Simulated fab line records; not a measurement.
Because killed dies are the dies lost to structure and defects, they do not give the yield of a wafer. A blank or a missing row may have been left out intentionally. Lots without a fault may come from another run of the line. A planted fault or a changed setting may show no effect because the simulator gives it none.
Struck lot and sound lot, side by side + flow nand_harc + 14 out of 1302 route steps
Sound: wafers L673.1, L673.3, L673.5. Wafers L687.1, L687.2, L687.4 were the ones struck. The cause comes at the end.
Order at every step that has rows: each side's tool, ch and its chambers, its first start. Under that, the readings that differ: sound wafers + struck wafers + difference of the means + sigmas: that difference in standard deviations of wafers without a fault.
alike: readings whose means differ by less than 2 such deviations, and words and numbers that are the same on both sides. not compared: withheld readings, readings that some wafer has no value for, bounds like >300 that may hide the same value, and numbers for which the record gives no deviation and whose values overlap.
A row with sigmas, a row that says differs or no value, or rows on one side alone: a step with any of these is where the two part. Non-overlapping numbers with no deviation appear without sigmas and do not part them. A reading missing from all wafers of one side parts the sides only when that side holds two or more wafers.

first, 2 steps without rows for these wafers: NHARC_A_STAIRCASE_DESCUM_219 (chemistry O2, time 3 s); NHARC_A_STAIRCASE_TRIM_220 (chemistry O2, time 211.2 s).
NHARC_A_STAIRCASE_ETCH_221: etches the open film in C4F8/O2, target depth 100 nm, time 40.5 s.
  sound: rie_diel-09 ch 0,2,3; struck: rie_diel-09 ch 1,2,3
  alike: bias_w, oes_product_au, rf_vpp_V
  not compared: rf_hours_counter_h
then, 1 step without rows for these wafers: NHARC_A_STAIRCASE_TRIM_222 (chemistry O2, time 211.2 s).
NHARC_A_STAIRCASE_ETCH_223: etches the open film in C4F8/O2, target depth 100 nm, time 40.5 s.
  sound: rie_diel-09 ch 0,3; struck: rie_diel-09 ch 0,1,2
  alike: bias_w, oes_product_au, rf_vpp_V
  not compared: rf_hours_counter_h
NHARC_A_STAIRCASE_TRIM_224: chemistry O2, time 211.2 s.
  sound: rie_diel-09 ch 0,2,3; struck: rie_diel-09 ch 0,1,2
  alike: chamber_pressure_mTorr, drypump_motor_current_A, oes_product_au, rf_vpp_V, showerhead_plenum_p_Torr, throttle_valve_pct
  not compared: rf_hours_counter_h
then, 2 steps without rows for these wafers: NHARC_A_STAIRCASE_ETCH_225 (etches the open film in C4F8/O2, target depth 100 nm, time 40.5 s); NHARC_A_STAIRCASE_TRIM_226 (chemistry O2, time 211.2 s).
NHARC_A_STAIRCASE_ETCH_227: etches the open film in C4F8/O2, target depth 100 nm, time 40.5 s.
  sound: rie_diel-09 ch 0,2,3; struck: rie_diel-09 ch 0,1,3
  alike: bias_w, oes_product_au, rf_vpp_V
  not compared: rf_hours_counter_h
then, 1 step without rows for these wafers: NHARC_A_STAIRCASE_TRIM_229 (chemistry O2, time 211.2 s).
NHARC_A_STAIRCASE_ETCH_230: etches the open film in C4F8/O2, target depth 100 nm, time 40.5 s.
  sound: rie_diel-09 ch 0,1,3; struck: rie_diel-09 ch 1,2,3
  alike: bias_w, oes_product_au, rf_vpp_V
  not compared: rf_hours_counter_h
NHARC_A_STAIRCASE_TRIM_231: chemistry O2, time 211.2 s.
  sound on rie_diel-09 ch 0,1,2, day 18 04:38; struck on rie_diel-09 ch 0,1,3, day 23 14:53
  no value came back on the struck wafers for any of 7 readings (bias_w (W), chamber_pressure_mTorr (mTorr) and others); on the sound wafers bias_w (W) reads 0 0 0
  not compared: rf_hours_counter_h
then, 1 step without rows for these wafers: NHARC_A_STAIRCASE_ETCH_232 (etches the open film in C4F8/O2, target depth 100 nm, time 40.5 s).
-- the record jumps here: 8 days lie between the struck wafers' starts before and after (it left off in module A_STAIRCASE and takes up again in module END, whose first step shown is number 1302 of the route) --
NHARC_END_SORT_01:
  sound on prober-01 ch 0, day 25 21:24; struck on prober-01 ch 0, day 31 16:05
| reading         | sound    | struck      | difference | sigmas |
|-----------------|----------|-------------|------------|--------|
| killed_at_array | 62 60 64 | 676 676 672 | +613       | +36    |
| killed_dies     | 66 64 66 | 677 677 677 | +612       | +38    |
  alike: killed_at_other, killed_at_periphery, killed_open, killed_short

## WHERE THEY PART
Earliest at NHARC_A_STAIRCASE_TRIM_231; latest, in this record, at NHARC_END_SORT_01.

WHY: the cause the simulator had injected
Entire step skipped (rie_diel-09, NHARC_A_STAIRCASE_TRIM_231), from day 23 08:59 onward. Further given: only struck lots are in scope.
